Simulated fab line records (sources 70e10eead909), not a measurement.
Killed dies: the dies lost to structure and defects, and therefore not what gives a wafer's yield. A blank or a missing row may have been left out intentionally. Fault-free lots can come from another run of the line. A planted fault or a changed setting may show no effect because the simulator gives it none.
Which of the tools did it?	flow nand harc	Sampling: 13 lots, 39 wafers, 5 of 1159 route steps

WHAT THE GAUGES READ, wafer by wafer
The record holds no reading of a measuring or inspecting step that can be judged against a usual standard deviation.

WHICH TOOL RAN EACH LOT (tool, then ch and the chambers of the sampled wafers, then the start)
lot	NHARC_P_M1_PVD_21	NHARC_P_M1_ECD_22	NHARC_P_M1_CMP_23	NHARC_P_M1_PRE_CLEAN_32	NHARC_P_M1_DEP_33
L420	pvd sputter-02, day 6 01:33 or earlier	ecd cu-01 ch 0, day 6 01:33	cmp-03 ch 2,3, day 6 02:17	pecvd-04 ch 0,2, day 6 02:53	pecvd-04 ch 0,2, day 6 02:58
L422	pvd sputter-01, day 6 12:19 or earlier	ecd cu-02 ch 0,1, day 6 12:19	cmp-01 ch 0,2,3, day 6 13:02	pecvd-04 ch 0,1,2, day 6 13:33	pecvd-04 ch 0,1,2, day 6 13:38
L421	pvd sputter-02, day 6 12:36 or earlier	ecd cu-01 ch 0,1, day 6 12:36	cmp-03 ch 0,2,3, day 6 13:22	pecvd-02 ch 0,1,2, day 6 13:53	pecvd-02 ch 0,1,2, day 6 13:58
L423	pvd sputter-01, day 6 22:01 or earlier	ecd cu-01 ch 0,1, day 6 22:01	cmp-04 ch 1,2, day 6 22:48	pecvd-03 ch 0,1,2, day 6 23:19	pecvd-03 ch 0,1,2, day 6 23:26
L424	pvd sputter-02, day 7 05:55 or earlier	ecd cu-02 ch 0,1, day 7 05:55	cmp-03 ch 1,2,3, day 7 06:36	pecvd-04 ch 0,1,2, day 7 07:07	pecvd-04 ch 0,1,2, day 7 07:17
L425	pvd sputter-01, day 7 06:16 or earlier	ecd cu-02 ch 0,1, day 7 06:16	cmp-04 ch 0,2,3, day 7 06:59	pecvd-03 ch 0,1,2, day 7 07:32	pecvd-03 ch 0,1,2, day 7 07:37
L426	pvd sputter-02, day 7 19:58 or earlier	ecd cu-02 ch 0,1, day 7 19:58	cmp-04 ch 0,1,3, day 7 20:43	pecvd-04 ch 0,2, day 7 21:14	pecvd-04 ch 0,2, day 7 21:21
L428	pvd sputter-03, day 8 08:35 or earlier	ecd cu-02 ch 0,1, day 8 08:35	cmp-01 ch 0,1,2, day 8 09:14	pecvd-03 ch 0,1, day 8 09:44	pecvd-03 ch 0,1, day 8 09:49
L436	pvd sputter-01, day 10 01:25 or earlier	ecd cu-01 ch 0,1, day 10 01:25	cmp-04 ch 0,1,2, day 10 02:13	pecvd-03 ch 0,1, day 10 02:42	pecvd-03 ch 0,1, day 10 02:49
L439	pvd sputter-02, day 10 12:20 or earlier	ecd cu-01 ch 0,1, day 10 12:20	cmp-03 ch 1,2,3, day 10 13:13	pecvd-02 ch 0,1,2, day 10 13:47	pecvd-02 ch 0,1,2, day 10 13:52
L440	pvd sputter-01, day 11 03:52 or earlier	ecd cu-01 ch 0,1, day 11 03:52	cmp-01 ch 0,2,3, day 11 04:37	pecvd-02 ch 0,1,2, day 11 05:09	pecvd-02 ch 0,1,2, day 11 05:16
L443	pvd sputter-01, day 11 09:21 or earlier	ecd cu-01 ch 0,1, day 11 09:21	cmp-03 ch 0,1,2, day 11 10:02	pecvd-02 ch 0,1,2, day 11 10:32	pecvd-02 ch 0,1,2, day 11 10:37
L442	pvd sputter-02, day 11 10:03 or earlier	ecd cu-01 ch 0,1, day 11 10:03	cmp-04 ch 0,1,2, day 11 10:47	pecvd-03 ch 1,2, day 11 11:16	pecvd-03 ch 1,2, day 11 11:23
- NHARC_P_M1_PVD_21: deposits Cu, target thk 30 nm, time 20.49 s.
- NHARC_P_M1_ECD_22: material Cu, target thk 400 nm.
- NHARC_P_M1_CMP_23: polishes, t overpolish 20 s, target thk 157.82 nm.
- NHARC_P_M1_PRE_CLEAN_32: time 12 s.
- NHARC_P_M1_DEP_33: deposits SiCN, target thk 30 nm.

AS READ BY THE TOOLS THEMSELVES (means over the sampled wafers that have a number; for cases with no such wafer, the mark the record gives instead)
NHARC_P_M1_PVD_21. Usual: substrate temp c 30.00 C, standard deviation 0.12; throttle valve pct 30.1 %, standard deviation 0.74.
lot	tool	substrate temp c (C)	throttle valve pct (%)	flag
L420	pvd sputter-02	29.97	30.0	
L422	pvd sputter-01	29.97	30.7	
L421	pvd sputter-02	29.91	30.0	
L423	pvd sputter-01	29.96	30.4	
L424	pvd sputter-02	30.08	29.5	
L425	pvd sputter-01	30.20	30.2	
L426	pvd sputter-02	30.14	29.9	
L428	pvd sputter-03	29.99	29.4	
L436	pvd sputter-01	30.07	30.5	
L439	pvd sputter-02	29.90	29.9	
L440	pvd sputter-01	29.96	30.4	
L443	pvd sputter-01	30.00	30.3	
L442	pvd sputter-02	29.92	30.3	

NHARC_P_M1_CMP_23. Usual: motor current A 12.5 A, standard deviation 1; time to endpoint s 28.3 s, standard deviation 1.8.
lot	tool	motor current A (A)	time to endpoint s (s)	flag
L420	cmp-03	12.5	28.3	
L422	cmp-01	13.0	27.0	
L421	cmp-03	12.6	27.5	
L423	cmp-04	12.1	29.9	
L424	cmp-03	12.8	30.6	
L425	cmp-04	11.9	27.8	
L426	cmp-04	11.6	27.7	
L428	cmp-01	13.3	24.3	
L436	cmp-04	11.9	29.7	
L439	cmp-03	12.9	27.7	
L440	cmp-01	12.9	27.8	
L443	cmp-03	12.6	29.2	
L442	cmp-04	11.6	28.0	

NHARC_P_M1_PRE_CLEAN_32. Usual: heater power w 648 W, standard deviation 83; rf fwd power W 292.6 W, standard deviation 0.89.
lot	tool	heater power w (W)	rf fwd power W (W)	flag
L420	pecvd-04	559	292.7	
L422	pecvd-04	643	292.7	
L421	pecvd-02	599	292.7	
L423	pecvd-03	687	293.1	
L424	pecvd-04	612	292.2	
L425	pecvd-03	682	293.0	
L426	pecvd-04	553	292.6	
L428	pecvd-03	695	291.9	
L436	pecvd-03	692	292.4	
L439	pecvd-02	587	292.8	
L440	pecvd-02	608	292.8	
L443	pecvd-02	633	292.9	
L442	pecvd-03	738	293.1	

NHARC_P_M1_DEP_33. Usual: heater power w 598 W, standard deviation 90; rf fwd power W 449.1 W, standard deviation 1.4.
lot	tool	heater power w (W)	rf fwd power W (W)	flag
L420	pecvd-04	439	448.8	
L422	pecvd-04	517	448.4	
L421	pecvd-02	526	449.5	
L423	pecvd-03	665	448.9	
L424	pecvd-04	572	448.8	
L425	pecvd-03	617	448.6	
L426	pecvd-04	455	448.0	
L428	pecvd-03	629	450.0	
L436	pecvd-03	642	449.7	
L439	pecvd-02	605	449.0	
L440	pecvd-02	596	448.5	
L443	pecvd-02	577	448.7	
L442	pecvd-03	648	448.5	

THE ANSWER, worked out from the rows above alone
Rule: a lot is off if the mean of its wafers that have a number lies more than 3 standard deviations from the usual mean. A lot without any number at a reading at which 4 lots or more have one is off too. Where the step has rows for the other lots, those lots are counted as sound. Order of review: gauges by route order, followed by the tools' own readings, for which a lot's mean as printed above is used. The first step at which some lot is off is used, and at that step the reading that is off furthest; a lot without a number counts as furthest.
Nothing can be told from this: no lot is off at any reading shown.

WHAT WAS PUT IN BY THE SIMULATOR
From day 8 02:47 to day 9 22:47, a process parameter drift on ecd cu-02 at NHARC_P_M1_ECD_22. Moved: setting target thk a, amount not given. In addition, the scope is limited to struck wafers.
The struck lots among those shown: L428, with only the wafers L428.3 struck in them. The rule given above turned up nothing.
